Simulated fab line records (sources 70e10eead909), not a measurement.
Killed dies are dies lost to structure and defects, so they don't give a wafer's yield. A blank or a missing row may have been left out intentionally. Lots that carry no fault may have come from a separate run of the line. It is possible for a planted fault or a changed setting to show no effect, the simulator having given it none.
Matching of chambers ; flow nand harc ; NHARC_A_STAIRCASE_DESCUM_168 on rie diel-13: 4 sister chambers
The step chemistry O2, time 3 s. 4 wafers are shown with their chamber, then 7 later ones without.

## WAFERS WITH THEIR CHAMBER
wafer;chamber;showerhead plenum p Torr (Torr)
L083.2;1;1.96
L083.3;2;1.84
L083.4;0;1.97
L083.5;3;1.92

## WAFERS WITHOUT THEIR CHAMBER
wafer;showerhead plenum p Torr (Torr)
L083.6;1.84
L096.2;1.91
L096.4;1.95
L096.5;1.83
L097.2;1.95
L097.4;1.83
L097.5;1.83

## CHAMBER TAKEN BY EACH
wafer;from the rows above;in truth
L083.6;2;2
L096.2;3;3
L096.4;can't be placed: 1 or 0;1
L096.5;2;2
L097.2;can't be placed: 1 or 0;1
L097.4;2;2
L097.5;2;2
Correct placement for 5 of the 7. Can't be placed from these rows: 2 (the true chamber is among the candidates in 2). Number placed wrongly: 0.
How it was worked out, from the rows above alone: a wafer's distance from a chamber is the root of the sum, over the readings, of the square of ((its reading less the chamber's mean) divided by the reading's scatter). If the next closest chamber is less than 2 further off than the closest, the wafer can't be placed; otherwise it belongs to the closest. The mean given for a chamber averages the wafers shown for that chamber. The scatter: with one shown wafer a chamber, the root of the mean of the squares of how far each hidden wafer lies from its nearest shown one.
